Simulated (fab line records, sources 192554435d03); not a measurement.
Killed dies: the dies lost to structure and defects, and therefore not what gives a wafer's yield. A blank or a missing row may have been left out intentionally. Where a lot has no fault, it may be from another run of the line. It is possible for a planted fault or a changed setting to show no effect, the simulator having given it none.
Comparing a struck lot with a sound one    flow n5_finfet    12 out of 1938 route steps
Sound: wafers L627.2, L627.4, L627.6. Wafers struck: L620.1, L620.2, L620.3. The cause is named last.
Each step with rows lists, per side, the tool, then ch with its chambers, then its first start. Under that, the readings that differ: sound wafers    struck wafers    difference of the means    sigmas: that difference in standard deviations of wafers without a fault.
alike: readings with means less than 2 such deviations apart, plus words and numbers identical on both sides. not compared: withheld readings, readings lacking a value on some wafer, bounds such as >300 that could conceal the same value, and numbers that have no deviation in the record and whose values overlap.
The two part at a step that has a row with sigmas, a row that says differs or no value, or rows on one side only. When numbers do not overlap yet have no deviation, they are printed without sigmas and do not part them. A reading that every wafer of one side lacks parts them only if that side has two wafers or more.

first, 7 steps without rows for these wafers: N5_ILD0_LINER_00 (material SiNx, target thk 4 nm, pulse time 1 s, purge time 2 s); N5_ILD0_FCVD_FILL_01 (material SiO2 flowable, target thk 200 nm, time 328.3 s); N5_ILD0_CURE_02 (time 1800 s); N5_ILD0_CMP_03 (polishes, stops on SiNx, t overpolish 1.9 s, target thk 197.38 nm); N5_ILD0_CMP_07 (polishes SiO2 flowable, stops on poly-Si, t overpolish 1.18 s, target thk 138.88 nm); N5_ILD0_PRECLEAN_10 (cleans in NF3:NH3, afs cycles 5, time 20 s, sublimation time 60 s); N5_ILD0_ALD_15 (deposits SiNx, target thk 24 nm, pulse time 1 s, ald cycles 480).
N5_ILD0_CMP_12: polishes SiNx, stops on poly-Si, t overpolish 6 s, target thk 17.67 nm.
  sound on cmp-04 ch 0,1,3, day 7 01:37; struck on cmp-03 ch 0,2,3, day 5 08:55
  alike: motor_current_A, overpolish_run_s, platen_rpm, time_to_endpoint_s
N5_ILD0_INSPECT_06: inspects for defects (darkfield).
  sound: defect_inspect-02 at day 7 01:52; struck: defect_inspect-02 at day 5 09:14
reading           sound     struck       difference  sigmas
raw_defect_count  19 30 28  287 268 338  +272        +15
then, 1 step without rows for these wafers: N5_SDB_HM_DEP_00 (deposits SiNx from SiH4/NH3/N2, target thk 40 nm, time 35.3 s).
-- the record jumps here: 5 days lie between the struck wafers' starts before and after (it left off in module SDB and takes up again in module BEOL_M4, whose first step shown is number 1111 of the route) --
N5_BEOL_M4_RC_MEAS_101:
  sound on prober-01 ch 0, day 11 18:34; struck on prober-01 ch 0, day 10 03:07
reading        sound        struck       difference  sigmas
ION_N (uA/um)  640 651 663  695 680 669  +30         +2
  alike: DIBL_N, DIBL_P, IOFF_N, IOFF_P, ION_P, SS_N, SS_P, VT_N, VT_P
-- a jump in the record: the struck wafers' starts before and after are 4 days apart (it breaks off in module BEOL_M4 and resumes in module PASSIVATION, where the first step shown is number 1936 of the route) --
N5_PASSIVATION_PROBE_49:
  record: rows for the struck wafers here (prober-02, day 14 14:47), none for the sound ones

== WHERE THEY PART ==
First at N5_ILD0_INSPECT_06; last, within this record, at N5_PASSIVATION_PROBE_49.

WHY: the cause the simulator had injected
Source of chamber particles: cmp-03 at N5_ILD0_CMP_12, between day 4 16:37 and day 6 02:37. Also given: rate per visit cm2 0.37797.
